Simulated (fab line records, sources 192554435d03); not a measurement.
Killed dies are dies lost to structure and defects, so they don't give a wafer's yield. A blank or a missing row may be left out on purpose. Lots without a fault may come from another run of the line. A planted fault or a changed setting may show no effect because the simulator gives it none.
fab line records | flow n5_finfet
record lots=24 wafers=72 last_day=22
route steps=1938 shown BEOL_M5@1161 BEOL_M6@1194
lots that met no fault: from a run of the same line without faults
start_h: hours from the record's first day to the start of the lot's first wafer shown | wait_h: hours since the lot's step before | " the same as in the row above | L1.1+2: a row that stands for several wafers | - no value, or no start given | * or withheld: withheld | < > ~ a bound
route shown NAME@n: a module of which the file shows steps, and the number in the route of the first | usual: mean/standard deviation of fault-free wafers | same: alike in all rows | chamber/n: place in a boat | sites: the reading at each site | _std_site: their standard deviation | _edge_site: outer sites' mean less inner sites' | radius_mm: how far each site lies from the wafer's centre | mask NAME#n: copy n | behind: the tool/chamber that last shaped the wafer | hold: why the lot was held/for how many hours/how that ended | device: the transistor (n, p or np) that didn't switch | end of line: the same wafers' tests at the end of the route | a step without rows: its recipe alone | killed: dies lost to structure and defects at the first sort, not the wafer's yield | map: a wafer's dies, x killed, . not, _ none there
set.NAME: the setting as run; set.NAME@STEP: as run at that earlier step | model.NAME: the simulator's own value behind a step, which no gauge read
steps of the route over a sample of lots; a table a step, a row a wafer
services: from which hour (start_h, from the record's first day; less than 0 if before it) a tool's chamber was out of use, for how many hours, and why
## steps
# step N5_BEOL_M5_ETCH_41
# recipe chemistry=CH3F/O2 target=SiCN target_depth_a=315 taper_deg=2 time_s=56.7 ion_energy_ev=120 mask_material=TiN pressure_mtorr=30 source_w=395 bias_w=75 Ar_flow_sccm=150 CH3F_flow_sccm=30 O2_flow_sccm=20
# usual CH3F_flow_sccm=30.00/0.083 O2_flow_sccm=20.00/0.061 drypump_motor_current_A=5.8/0.35 oes_product_au=0.82/0.069 rf_vpp_V=297.4/1.6 showerhead_plenum_p_Torr=2.00/0.063 throttle_valve_pct=16.29/0.19
# same time_s=56.7
# columns lot.wafer tool chamber start_h wait_h CH3F_flow_sccm O2_flow_sccm drypump_motor_current_A oes_product_au rf_hours_counter_h rf_vpp_V showerhead_plenum_p_Torr throttle_valve_pct
L074.1 rie_diel-03 0 - - 29.92 19.92 6.0 0.87 46 298.3 1.96 16.42
L074.3 " 2 " " 30.02 19.99 5.9 0.83 60 298.1 2.03 16.26
L074.5 " 0 " " 30.13 19.96 6.0 0.86 - 296.7 1.96 16.41
L075.2 rie_diel-01 3 - - 29.95 20.05 6.1 0.88 41 297.9 2.03 16.14
L075.4 " 2 " " 29.96 19.98 5.7 0.80 84 296.9 2.02 16.50
L075.5 " 1 " " 30.01 20.00 5.6 0.69 - 295.4 1.89 16.63
L077.1 rie_diel-03 0 - - 30.05 20.01 6.0 0.86 53 297.0 1.96 16.44
L077.4 " 1 " " 30.09 20.01 5.2 0.69 236 296.5 2.05 16.23
L077.6 " 3 " " 29.86 20.04 6.1 0.80 - 296.4 1.93 16.14
L076.4 rie_diel-01 3 - - 29.96 19.96 6.1 0.88 - 297.9 2.03 16.12
L076.5 " 2 " " 29.98 20.08 5.7 0.80 - 299.0 2.02 16.49
L076.6 " 0 " " 29.92 20.04 5.4 0.89 - 295.9 1.96 16.27
L078.4 rie_diel-06 1 - - 29.98 20.02 6.3 0.91 31 296.7 1.96 16.32
L078.5 " 2 " " 30.06 20.13 5.5 0.79 - 296.7 2.02 16.27
L078.6 " 3 " " 29.99 19.84 5.8 0.67 - 294.9 1.89 16.28
L079.1 rie_diel-01 0 - - 29.99 20.08 5.4 0.89 33 296.1 1.96 16.28
L079.3 " 1 " " 29.95 20.08 5.6 0.98 3 300.6 2.14 16.19
L079.4 " 0 " " 30.02 20.01 5.4 0.89 - 295.6 1.96 16.29
L080.3 rie_diel-06 3 - - 30.10 20.11 5.8 0.68 254 295.1 1.88 16.29
L080.4 " 1 " " 29.85 19.92 6.3 0.90 35 296.2 1.96 16.35
L080.5 " 3 " " 29.98 20.04 5.8 0.67 - 295.3 1.88 16.29
L081.1 rie_diel-03 0 - - 30.05 19.91 6.0 0.83 71 295.2 1.95 16.46
L081.2 " 3 " " 29.94 19.90 6.2 0.77 127 295.9 1.92 16.18
L081.4 " 3 " " 29.87 19.97 6.2 0.77 - 294.0 1.92 16.18
L083.2 rie_diel-06 0 - - 29.97 20.04 6.5 0.74 181 297.9 2.07 16.35
L083.3 " 1 " " 30.06 20.09 6.3 0.88 43 298.1 1.96 16.36
L083.4 " 2 " " 29.92 19.98 5.5 0.76 - 296.1 2.01 16.32
L084.4 rie_diel-06 3 - - 29.85 19.95 5.8 0.97 1 300.4 2.13 15.79
L084.5 " 1 " " 29.95 19.94 6.3 0.88 - 296.5 1.96 16.35
L084.6 " 2 " " 30.06 19.87 5.5 0.77 - 296.3 2.01 16.32
L085.1 rie_diel-06 1 - - 29.98 19.95 6.3 0.88 46 297.0 1.96 16.35
L085.2 " 0 " " 30.14 19.96 6.5 0.74 185 299.9 2.07 16.37
L085.6 " 1 " " 30.01 19.98 6.3 0.87 - 296.4 1.96 16.37
L086.3 rie_diel-06 2 - - 30.06 19.99 5.5 0.76 149 296.2 2.01 16.32
L086.5 " 3 " " 30.02 20.01 5.8 0.93 - 299.4 2.13 15.81
L086.6 " 0 " " 29.93 20.03 6.5 0.73 - 298.0 2.07 16.35
L087.2 rie_diel-01 1 - - 30.02 19.97 5.6 0.90 23 300.9 2.13 16.22
L087.4 " 3 " " 30.05 19.97 6.1 0.84 73 297.1 2.02 16.19
L087.6 " 3 " " 30.12 19.93 6.1 0.85 - 297.8 2.02 16.17
L090.3 rie_diel-01 1 - - 30.01 19.96 5.6 0.91 24 300.3 2.13 16.24
L090.5 " 3 " " 29.94 19.92 6.1 0.85 - 298.1 2.02 16.16
L090.6 " 2 " " 30.11 20.07 5.7 0.77 - 296.9 2.01 16.55
L088.2 rie_diel-03 3 - - 29.99 19.92 6.2 0.76 147 296.5 1.92 16.23
L088.5 " 0 " " 29.95 19.94 6.0 0.80 - 295.4 1.94 16.51
L088.6 " 3 " " 29.97 20.07 6.2 0.75 - 296.5 1.92 16.22
L097.3 rie_diel-03 0 - - 30.13 20.04 6.0 0.81 93 296.1 1.94 16.51
L097.4 " 3 " " 30.08 20.05 6.2 0.76 150 296.7 1.92 16.22
L097.5 " 2 " " 29.91 19.99 5.9 0.78 - 296.6 2.02 16.33
L095.4 rie_diel-01 2 - - 30.09 19.95 5.7 0.78 118 296.9 2.01 16.56
L095.5 " 3 " " 29.94 20.03 6.1 0.84 - 297.4 2.02 16.20
L095.6 " 0 " " 30.02 20.02 5.4 0.84 - 296.7 1.95 16.36
L091.1 rie_diel-03 0 - - 30.00 19.95 6.0 0.81 96 297.3 1.94 16.52
L091.2 " 1 " " 30.13 20.06 5.2 0.94 15 296.7 2.04 15.80
L091.3 " 3 " " 30.05 20.02 6.2 0.76 152 295.9 1.91 16.22
L092.1 rie_diel-06 3 - - 30.11 19.95 5.8 0.91 15 299.5 2.13 15.82
L092.2 " 2 " " 29.90 20.02 5.5 0.76 158 297.5 2.01 16.36
L092.5 " 1 " " 29.72 20.01 6.3 0.87 - 294.3 1.95 16.38
L093.1 rie_diel-01 1 - - 29.86 20.10 5.6 0.89 34 300.9 2.13 16.23
L093.4 " 2 " " 29.99 19.98 5.7 0.77 124 299.6 2.01 16.59
L093.5 " 3 " " 29.97 19.98 6.0 0.84 - 298.6 2.02 16.19
L094.1 rie_diel-01 0 - - 29.96 20.08 5.4 0.84 67 297.4 1.95 16.33
L094.5 " 2 " " 30.02 20.00 5.7 0.77 - 297.2 2.01 16.58
L094.6 " 1 " " 29.93 20.07 5.6 0.89 - 299.1 2.13 16.24
L089.1 rie_diel-03 0 - - 30.09 20.01 6.0 0.80 100 297.7 1.94 16.52
L089.2 " 1 " " 30.07 20.02 5.2 0.92 19 299.1 2.04 15.82
L089.3 " 3 " " 29.88 20.03 6.2 0.75 157 296.8 1.91 16.24
L082.1 rie_diel-03 2 - - 29.94 19.93 5.9 0.77 114 296.6 2.01 16.34
L082.3 " 1 " " 29.96 20.08 5.2 0.92 22 297.6 2.04 15.82
L082.6 " 0 " " 30.08 20.01 6.0 0.79 - 297.7 1.94 16.50
L096.3 rie_diel-01 0 - - 29.99 19.96 5.4 0.82 70 297.2 1.95 16.35
L096.4 " 1 " " 29.96 20.17 5.6 0.87 37 299.3 2.12 16.26
L096.6 " 3 " " 30.04 19.99 6.1 0.83 - 297.7 2.02 16.18
# step N5_BEOL_M5_INSPECT_58
# recipe inspect_instrument=darkfield mode=post_dep
# usual raw_defect_count=70/24
# columns lot.wafer tool chamber start_h wait_h raw_defect_count
L074.1 defect_inspect-02 - 210.57 0.0 34
L074.3 " - " " 54
L074.5 " - " " 47
L075.2 defect_inspect-02 - 223.82 0.0 61
L075.4 " - " " 63
L075.5 " - " " 48
L077.1 defect_inspect-02 - 232.25 0.0 116
L077.4 " - " " 104
L077.6 " - " " 90
L076.4 defect_inspect-02 - 241.03 0.0 159
L076.5 " - " " 77
L076.6 " - " " 67
L078.4 defect_inspect-01 - 253.22 0.0 61
L078.5 " - " " 75
L078.6 " - " " 87
L079.1 defect_inspect-02 - 264.46 0.0 52
L079.3 " - " " 63
L079.4 " - " " 42
L080.3 defect_inspect-01 - 269.61 0.0 64
L080.4 " - " " 136
L080.5 " - " " 75
L081.1 defect_inspect-01 - 303.93 0.0 84
L081.2 " - " " 70
L081.4 " - " " 50
L083.2 defect_inspect-02 - 324.94 0.0 39
L083.3 " - " " 32
L083.4 " - " " 58
L084.4 defect_inspect-01 - 332.53 0.0 58
L084.5 " - " " 84
L084.6 " - " " 105
L085.1 defect_inspect-02 - 339.41 0.0 63
L085.2 " - " " 35
L085.6 " - " " 60
L086.3 defect_inspect-02 - 349.35 0.0 61
L086.5 " - " " 60
L086.6 " - " " 62
L087.2 defect_inspect-01 - 359.98 0.0 86
L087.4 " - " " 76
L087.6 " - " " 71
L090.3 defect_inspect-01 - 363.22 0.0 46
L090.5 " - " " 64
L090.6 " - " " 45
L088.2 defect_inspect-01 - 368.91 0.0 70
L088.5 " - " " 76
L088.6 " - " " 82
L095.4 defect_inspect-02 - 382.88 0.0 71
L095.5 " - " " 72
L095.6 " - " " 55
L097.3 defect_inspect-01 - 385.62 0.0 83
L097.4 " - " " 44
L097.5 " - " " 37
L091.1 defect_inspect-02 - 388.42 0.0 43
L091.2 " - " " 68
L091.3 " - " " 59
L092.1 defect_inspect-02 - 397.10 0.0 56
L092.2 " - " " 72
L092.5 " - " " 79
L093.1 defect_inspect-01 - 405.22 0.0 94
L093.4 " - " " 92
L093.5 " - " " 69
L094.1 defect_inspect-01 - 405.81 0.0 64
L094.5 " - " " 24
L094.6 " - " " 55
L089.1 defect_inspect-01 - 406.14 0.0 125
L089.2 " - " " 60
L089.3 " - " " 111
L082.1 defect_inspect-01 - 415.58 0.0 114
L082.3 " - " " 81
L082.6 " - " " 62
L096.3 defect_inspect-01 - 415.73 0.0 67
L096.4 " - " " 81
L096.6 " - " " 36
# step N5_BEOL_M6_ILD_DEP_00
# recipe material=SiCOH_lowk target_thk_a=1797.5 temp_c=300 precursor=DEMS/porogen pressure_torr=5 rf_w=500 time_s=33.4
# usual heater_power_w=279/42 showerhead_plenum_p_Torr=5.736/0.015 throttle_valve_pct=13.9/0.58
# same time_s=33.4
# columns lot.wafer tool chamber start_h wait_h heater_power_w showerhead_plenum_p_Torr throttle_valve_pct
L074.1 pecvd-03 1 210.61 0.0 322 5.722 14.2
L074.3 " 1 " " 314 5.716 14.3
L074.5 " 0 " " 344 5.747 14.2
L075.2 pecvd-01 1 223.85 0.0 304 5.757 13.6
L075.4 " 1 " " 312 5.750 13.8
L075.5 " 0 " " 311 5.734 15.0
L077.1 pecvd-04 2 232.29 0.0 228 5.753 13.6
L077.4 " 1 " " 244 5.763 13.4
L077.6 " 2 " " 232 5.723 13.8
L076.4 pecvd-04 1 241.09 0.1 270 5.753 13.4
L076.5 " 2 " " 247 5.725 13.8
L076.6 " 0 " " 253 5.714 14.4
L078.4 pecvd-01 2 253.28 0.1 331 5.742 12.8
L078.5 " 0 " " 277 5.724 14.7
L078.6 " 1 " " 287 5.748 14.0
L079.1 pecvd-01 2 264.50 0.0 348 5.752 12.9
L079.3 " 1 " " 337 5.760 13.8
L079.4 " 1 " " 336 5.749 13.7
L080.3 pecvd-04 0 269.65 0.0 294 5.727 14.1
L080.4 " 2 " " 210 5.724 13.8
L080.5 " 0 " " 292 5.732 14.2
L081.1 pecvd-04 0 303.97 0.0 293 5.717 14.1
L081.2 " 2 " " 215 5.717 14.1
L081.4 " 2 " " 216 5.715 14.0
L083.2 pecvd-01 1 324.97 0.0 323 5.760 13.8
L083.3 " 0 " " 273 5.722 15.3
L083.4 " 2 " " 342 5.735 13.1
L084.4 pecvd-04 0 332.59 0.1 316 5.718 14.1
L084.5 " 1 " " 272 5.744 13.5
L084.6 " 2 " " 259 5.719 14.2
L085.1 pecvd-04 2 339.45 0.0 245 5.732 14.0
L085.2 " 0 " " 309 5.720 14.1
L085.6 " 1 " " 266 5.772 13.3
L086.3 pecvd-04 1 349.39 0.0 232 5.740 13.4
L086.5 " 2 " " 259 5.740 14.2
L086.6 " 1 " " 232 5.767 13.6
L087.2 pecvd-04 0 360.02 0.0 252 5.715 14.3
L087.4 " 2 " " 236 5.724 14.2
L087.6 " 0 " " 253 5.723 14.2
L090.3 pecvd-04 2 363.25 0.0 212 5.718 14.3
L090.5 " 0 " " 284 5.720 14.4
L090.6 " 2 " " 217 5.739 14.0
L088.2 pecvd-04 0 368.95 0.0 304 5.717 14.1
L088.5 " 0 " " 307 5.716 14.4
L088.6 " 1 " " 254 5.755 13.3
L095.4 pecvd-03 0 382.93 0.1 335 5.737 14.3
L095.5 " 1 " " 319 5.732 14.3
L095.6 " 2 " " 317 5.735 13.0
L097.3 pecvd-04 0 385.65 0.0 287 5.730 14.3
L097.4 " 1 " " 275 5.755 13.6
L097.5 " 0 " " 293 5.716 14.0
L091.1 pecvd-04 0 388.46 0.0 306 5.729 13.9
L091.2 " 2 " " 217 5.735 14.0
L091.3 " 1 " " 236 5.743 13.1
L092.1 pecvd-04 2 397.13 0.0 205 5.725 14.2
L092.2 " 1 " " 277 5.752 13.2
L092.5 " 0 " " 254 5.736 14.2
L093.1 pecvd-01 1 405.25 0.0 320 5.740 13.7
L093.4 " 2 " " 343 5.746 13.2
L093.5 " 0 " " 292 5.748 15.1
L094.1 pecvd-04 2 405.85 0.0 236 5.716 14.0
L094.5 " 2 " " 237 5.721 14.0
L094.6 " 0 " " 260 5.726 14.2
L089.1 pecvd-04 2 406.18 0.0 255 5.737 14.2
L089.2 " 1 " " 235 5.756 13.6
L089.3 " 0 " " 270 5.707 14.4
L082.1 pecvd-01 1 415.62 0.0 331 5.755 13.9
L082.3 " 2 " " 319 5.740 13.1
L082.6 " 0 " " 282 5.744 15.4
L096.3 pecvd-01 0 415.77 0.0 300 5.727 15.0
L096.4 " 0 " " 307 5.735 15.2
L096.6 " 2 " " 285 5.734 12.9
# step N5_BEOL_M6_PECVD_70
# recipe material=SiO2 target_thk_a=200 temp_c=400 precursor=TEOS/O2 pressure_torr=5.5 rf_w=450 teos_flow_sccm=53.8 gas=O2 flow_sccm=3000 time_s=22.7
# usual heater_power_w=685/68 showerhead_plenum_p_Torr=8.76/0.055 throttle_valve_pct=22.4/0.94
# same time_s=22.7
# columns lot.wafer tool chamber start_h wait_h heater_power_w showerhead_plenum_p_Torr throttle_valve_pct
L074.1 pecvd-01 0 211.24 0.0 673 8.75 24.0
L074.3 " 1 " " 772 8.84 22.5
L074.5 " 2 " " 748 8.79 20.9
L075.2 pecvd-04 0 224.95 0.0 729 8.68 22.8
L075.4 " 1 " " 577 8.84 21.7
L075.5 " 2 " " 651 8.74 22.6
L077.1 pecvd-04 0 233.39 0.0 645 8.70 22.9
L077.4 " 1 " " 634 8.83 21.6
L077.6 " 2 " " 624 8.74 22.3
L076.4 pecvd-01 1 243.03 0.1 681 8.83 22.5
L076.5 " 2 " " 660 8.78 20.5
L076.6 " 0 " " 721 8.74 24.2
L078.4 pecvd-03 0 253.89 0.1 691 8.80 23.0
L078.5 " 2 " " 723 8.78 21.0
L078.6 " 1 " " 647 8.67 23.2
L079.1 pecvd-04 2 265.11 0.0 555 8.72 22.5
L079.3 " 1 " " 594 8.84 21.5
L079.4 " 1 " " 599 8.84 21.6
L080.3 pecvd-04 0 270.26 0.0 649 8.71 22.9
L080.4 " 2 " " 588 8.74 22.4
L080.5 " 0 " " 654 8.70 22.6
L081.1 pecvd-03 1 305.06 0.0 741 8.68 23.2
L081.2 " 0 " " 778 8.80 23.2
L081.4 " 1 " " 744 8.66 22.9
L083.2 pecvd-03 1 325.59 0.0 665 8.66 23.0
L083.3 " 2 " " 617 8.77 21.1
L083.4 " 1 " " 664 8.67 23.1
L084.4 pecvd-03 0 333.20 0.1 786 8.78 23.2
L084.5 " 1 " " 713 8.66 23.0
L084.6 " 2 " " 663 8.74 20.8
L085.1 pecvd-03 0 340.06 0.0 764 8.78 22.9
L085.2 " 1 " " 676 8.66 22.8
L085.6 " 1 " " 679 8.66 23.1
L086.3 pecvd-01 1 350.02 0.1 748 8.84 22.2
L086.5 " 2 " " 799 8.80 21.1
L086.6 " 1 " " 754 8.86 22.4
L087.2 pecvd-01 1 360.63 0.0 761 8.84 22.2
L087.4 " 1 " " 779 8.85 22.5
L087.6 " 0 " " 674 8.76 24.4
L090.3 pecvd-04 0 363.87 0.0 619 8.70 22.8
L090.5 " 2 " " 630 8.73 22.7
L090.6 " 0 " " 605 8.70 22.8
L088.2 pecvd-01 0 369.56 0.0 709 8.76 24.3
L088.5 " 0 " " 702 8.77 24.3
L088.6 " 1 " " 693 8.84 22.2
L095.4 pecvd-04 1 384.02 0.1 628 8.81 21.8
L095.5 " 2 " " 612 8.72 23.1
L095.6 " 0 " " 694 8.72 22.8
L097.3 pecvd-04 1 386.27 0.0 590 8.83 21.4
L097.4 " 0 " " 731 8.68 22.6
L097.5 " 1 " " 589 8.82 21.6
L091.1 pecvd-04 0 389.55 0.0 714 8.73 23.1
L091.2 " 2 " " 548 8.74 22.6
L091.3 " 1 " " 628 8.85 21.6
L092.1 pecvd-03 2 397.75 0.0 685 8.74 21.0
L092.2 " 1 " " 658 8.66 23.0
L092.5 " 2 " " 691 8.76 21.2
L093.1 pecvd-03 0 405.87 0.0 681 8.79 23.4
L093.4 " 1 " " 636 8.68 22.8
L093.5 " 0 " " 693 8.78 23.0
L094.1 pecvd-03 0 406.46 0.0 760 8.78 23.2
L094.5 " 2 " " 735 8.73 21.4
L094.6 " 0 " " 785 8.77 22.9
L089.1 pecvd-01 1 406.79 0.0 712 8.85 22.1
L089.2 " 0 " " 721 8.78 24.4
L089.3 " 2 " " 792 8.80 21.2
L082.1 pecvd-03 2 416.23 0.0 697 8.76 21.2
L082.3 " 0 " " 679 8.79 23.2
L082.6 " 0 " " 697 8.77 23.5
L096.3 pecvd-04 2 416.40 0.1 532 8.73 22.8
L096.4 " 0 " " 739 8.72 22.8
L096.6 " 0 " " 744 8.69 22.8
# step N5_BEOL_M6_INSPECT_13
# recipe mode=adi inspect_instrument=brightfield
# usual raw_defect_count=401/89
# columns lot.wafer tool chamber start_h wait_h raw_defect_count
L074.1 defect_inspect-02 - 211.85 0.0 347
L074.3 " - " " 388
L074.5 " - " " 372
L075.2 defect_inspect-02 - 225.75 0.0 395
L075.4 " - " " 482
L075.5 " - " " 389
L077.1 defect_inspect-02 - 234.14 0.0 474
L077.4 " - " " 432
L077.6 " - " " 509
L076.4 defect_inspect-01 - 244.65 0.0 485
L076.5 " - " " 340
L076.6 " - " " 311
L078.4 defect_inspect-02 - 256.26 0.0 321
L078.5 " - " " 466
L078.6 " - " " 293
L079.1 defect_inspect-01 - 266.22 0.0 633
L079.3 " - " " 397
L079.4 " - " " 451
L080.3 defect_inspect-01 - 271.65 0.0 367
L080.4 " - " " 498
L080.5 " - " " 405
L081.1 defect_inspect-01 - 306.98 0.0 461
L081.2 " - " " 347
L081.4 " - " " 313
L083.2 defect_inspect-02 - 326.82 0.0 419
L083.3 " - " " 373
L083.4 " - " " 492
L084.4 defect_inspect-02 - 335.00 0.0 315
L084.5 " - " " 375
L084.6 " - " " 356
L085.1 defect_inspect-02 - 342.34 0.0 380
L085.2 " - " " 501
L085.6 " - " " 348
L086.3 defect_inspect-02 - 350.63 0.0 367
L086.5 " - " " 328
L086.6 " - " " 366
L087.2 defect_inspect-02 - 361.43 0.0 328
L087.4 " - " " 281
L087.6 " - " " 339
L090.3 defect_inspect-02 - 364.87 0.0 319
L090.5 " - " " 278
L090.6 " - " " 253
L088.2 defect_inspect-02 - 372.32 0.0 442
L088.5 " - " " 329
L088.6 " - " " 413
L095.4 defect_inspect-01 - 385.19 0.0 345
L095.5 " - " " 410
L095.6 " - " " 287
L097.3 defect_inspect-01 - 387.86 0.0 392
L097.4 " - " " 460
L097.5 " - " " 421
L091.1 defect_inspect-02 - 390.73 0.0 693
L091.2 " - " " 604
L091.3 " - " " 428
L092.1 defect_inspect-02 - 399.18 0.0 428
L092.2 " - " " 313
L092.5 " - " " 317
L093.1 defect_inspect-01 - 409.27 0.0 415
L093.4 " - " " 354
L093.5 " - " " 473
L094.1 defect_inspect-01 - 409.44 0.0 351
L094.5 " - " " 305
L094.6 " - " " 343
L089.1 defect_inspect-01 - 409.60 0.0 535
L089.2 " - " " 359
L089.3 " - " " 532
L082.1 defect_inspect-02 - 417.27 0.0 344
L082.3 " - " " 335
L082.6 " - " " 296
L096.3 defect_inspect-02 - 418.87 0.0 406
L096.4 " - " " 421
L096.6 " - " " 303
# step N5_BEOL_M6_CMP_52
# recipe stop_on=SiCOH_lowk t_overpolish_s=6.9 down_force_psi=1 platen_rpm=50 clearing_platen_down_force_psi=1.5 clearing_platen_rpm=50 post_cmp_clean=cu_alkaline target_thk_nm=80 clearing_platen_pad_velocity_m_s=0.99484 pad_velocity_m_s=0.99484
# usual barrier_field_endpoint_s=29.0/0.68 clearing_platen_down_force_psi=1.500/0.003 motor_current_A=6.2/0.7 overpolish_run_s=6.900/0.0088 platen_rpm=50.00/0.034 slurry_flow_ml_min=150.0/0.52 time_to_endpoint_s=63.3/2.8
# columns lot.wafer tool chamber start_h wait_h barrier_field_endpoint_s clearing_platen_down_force_psi motor_current_A overpolish_run_s platen_rpm slurry_flow_ml_min time_to_endpoint_s
L074.3 cmp-04 1 215.07 0.2 28.6 1.496 7.1 6.896 49.96 150.1 61.5
L074.1 " 2 " " 28.5 1.498 6.1 6.899 50.00 149.9 60.1
L074.5 " 1 " " 29.4 1.499 6.9 6.892 50.00 151.3 61.8
L075.2 cmp-01 2 233.32 0.2 28.9 1.496 6.9 6.903 50.03 149.8 65.5
L075.4 " 1 " " 28.3 1.495 4.5 6.892 49.97 149.4 62.5
L075.5 " 3 " " 28.1 1.500 6.9 6.904 50.01 150.0 63.0
L077.1 cmp-01 2 244.23 0.4 29.6 1.501 6.6 6.898 49.99 150.3 64.3
L077.4 " 3 " " 30.2 1.502 6.7 6.897 50.02 150.0 66.3
L077.6 " 2 " " 29.7 1.500 6.8 6.891 49.97 150.2 62.7
L076.4 cmp-04 3 254.19 0.2 28.5 1.498 6.5 6.906 50.00 149.5 59.4
L076.5 " 1 " " 28.4 1.502 7.0 6.897 50.03 149.8 56.2
L076.6 " 2 " " 28.8 1.506 6.3 6.885 49.98 149.9 58.1
L078.4 cmp-03 2 266.13 0.2 29.0 1.498 5.6 6.887 50.05 150.2 59.0
L078.5 " 3 " " 28.1 1.500 6.3 6.909 49.97 149.5 57.4
L078.6 " 0 " " 28.7 1.504 6.0 6.900 49.97 149.0 61.5
L079.1 cmp-04 3 271.57 0.3 28.4 1.499 6.7 6.907 49.99 149.9 62.0
L079.3 " 0 " " 28.8 1.502 5.9 6.910 49.97 149.5 60.8
L079.4 " 2 " " 29.4 1.504 6.2 6.907 49.99 149.9 64.3
L080.4 cmp-04 1 280.24 0.1 29.2 1.497 7.2 6.901 50.03 151.0 66.1
L080.3 " 2 " " 28.9 1.501 5.9 6.889 49.96 149.8 61.8
L080.5 " 1 " " 29.8 1.502 6.7 6.895 50.01 150.2 62.6
L081.2 cmp-01 3 314.16 0.5 29.5 1.503 7.0 6.903 49.97 150.1 67.0
L081.4 " 0 " " 29.5 1.500 6.4 6.904 50.01 150.2 67.4
L081.1 " 1 " " 28.9 1.497 4.9 6.907 50.04 150.1 62.9
L083.2 cmp-04 0 334.78 0.2 29.3 1.502 5.5 6.892 49.96 149.9 65.6
L083.3 " 1 " " 29.7 1.498 7.2 6.910 50.00 149.7 67.0
L083.4 " 2 " " 30.3 1.496 5.8 6.898 50.01 150.6 67.9
L084.4 cmp-01 3 340.37 0.2 30.1 1.496 6.9 6.899 49.96 149.9 66.5
L084.6 " 0 " " 29.3 1.503 6.0 6.890 49.99 150.4 64.9
L084.5 " 1 " " 29.3 1.492 4.8 6.904 50.00 150.1 64.4
L085.2 cmp-04 2 347.55 0.2 29.3 1.502 6.2 6.899 49.93 149.9 64.1
L085.1 " 1 " " 29.0 1.501 6.9 6.899 50.01 149.6 64.5
L085.6 " 2 " " 30.1 1.499 6.0 6.905 50.00 150.1 66.8
L086.3 cmp-03 2 354.93 0.2 29.6 1.502 5.4 6.903 49.99 149.4 63.3
L086.5 " 2 " " 29.8 1.497 5.3 6.899 50.03 150.3 63.2
L086.6 " 3 " " 29.4 1.500 6.0 6.912 50.00 151.0 60.9
L087.4 cmp-01 0 367.31 0.2 29.0 1.505 6.4 6.886 49.99 149.8 61.7
L087.2 " 1 " " 28.9 1.506 4.7 6.891 50.07 149.7 62.1
L087.6 " 3 " " 29.9 1.497 6.9 6.906 49.97 150.4 63.2
L090.3 cmp-03 0 369.32 0.2 28.6 1.496 5.9 6.902 49.97 149.6 65.0
L090.5 " 2 " " 28.2 1.500 5.8 6.912 50.06 149.2 64.8
L090.6 " 3 " " 28.5 1.498 6.5 6.903 50.01 150.0 63.4
L088.2 cmp-04 0 379.63 0.3 28.4 1.499 5.9 6.895 50.02 149.9 59.5
L088.5 " 1 " " 30.0 1.505 6.9 6.893 49.97 150.1 64.4
L088.6 " 2 " " 29.8 1.503 5.8 6.906 50.00 149.8 64.7
L095.4 cmp-01 0 390.54 0.2 29.0 1.502 6.1 6.902 50.00 150.3 58.0
L095.6 " 1 " " 29.0 1.506 4.9 6.891 50.06 150.4 58.3
L095.5 " 2 " " 28.5 1.500 6.7 6.899 50.00 150.0 60.9
L097.3 cmp-03 3 391.24 0.2 28.6 1.496 6.7 6.913 50.02 150.9 61.9
L097.4 " 2 " " 29.4 1.502 5.5 6.898 49.90 150.1 66.8
L097.5 " 3 " " 28.5 1.498 6.2 6.897 49.99 150.3 60.7
L091.2 cmp-01 1 396.86 0.2 27.3 1.505 4.5 6.896 50.00 149.7 57.6
L091.1 " 2 " " 28.0 1.503 7.0 6.906 50.03 150.3 61.2
L091.3 " 0 " " 27.6 1.501 6.1 6.907 49.99 150.3 61.7
L092.2 cmp-03 3 409.15 0.2 28.8 1.500 6.5 6.890 50.01 149.4 62.8
L092.1 " 2 " " 29.3 1.502 5.7 6.882 49.96 150.0 65.5
L092.5 " 0 " " 29.6 1.500 5.8 6.892 50.01 150.0 65.3
L094.1 cmp-03 2 418.01 0.3 28.3 1.498 5.6 6.894 49.96 150.0 63.9
L094.5 " 1 " " 30.1 1.500 6.0 6.892 50.03 149.5 68.5
L094.6 " 2 " " 28.9 1.500 5.4 6.898 49.99 150.5 65.4
L093.4 cmp-01 1 418.83 0.2 29.2 1.495 4.8 6.899 49.99 149.5 58.8
L093.1 " 3 " " 28.8 1.499 6.8 6.888 50.03 150.3 62.4
L093.5 " 0 " " 28.3 1.498 6.2 6.903 50.00 149.7 57.8
L089.1 cmp-04 2 419.05 0.3 29.2 1.500 6.1 6.902 49.95 150.1 64.7
L089.3 " 3 " " 28.8 1.506 6.6 6.904 49.98 149.2 65.3
L089.2 " 1 " " 29.1 1.498 7.1 6.898 50.00 150.3 65.9
L082.1 cmp-01 3 421.91 0.3 29.2 1.500 7.2 6.911 50.00 149.0 63.6
L082.3 " 0 " " 28.9 1.496 6.5 6.898 49.99 149.8 62.9
L082.6 " 2 " " 29.0 1.503 6.9 6.910 49.99 150.2 64.7
L096.3 cmp-01 1 424.90 0.2 28.2 1.506 4.7 6.895 49.98 149.7 60.0
L096.4 " 3 " " 29.1 1.503 7.0 6.914 49.96 150.1 63.6
L096.6 " 1 " " 28.7 1.500 4.4 6.900 49.95 149.7 62.1
## services
# columns tool chamber start_h hours kind
cmp-04 - 187.56 0.4 repair
rie_diel-01 0 189.86 5.1 repair
rie_diel-01 2 208.89 1.8 repair
rie_diel-01 - 225.35 2.8 pm
cmp-04 - 233.46 4.0 pm
cmp-03 - 235.38 10.9 pm
rie_diel-01 2 254.21 11.8 repair
cmp-03 - 255.03 0.4 repair
cmp-04 - 264.82 0.8 repair
rie_diel-06 3 270.58 2.7 repair
cmp-01 - 278.77 2.6 repair
cmp-04 - 288.21 0.8 repair
cmp-01 - 298.90 1.8 repair
cmp-04 - 303.73 2.6 repair
rie_diel-01 0 323.77 1.3 repair
pecvd-01 0 331.19 20.5 repair
pecvd-04 - 343.78 0.7 repair
pecvd-01 - 367.97 1.2 repair
cmp-01 - 397.99 2.2 repair
pecvd-01 - 402.06 1.0 repair
cmp-01 - 409.36 4.0 pm
cmp-04 - 410.30 0.6 repair
pecvd-04 1 411.59 7.1 repair
rie_diel-01 - 424.75 0.6 repair
## key
fault none
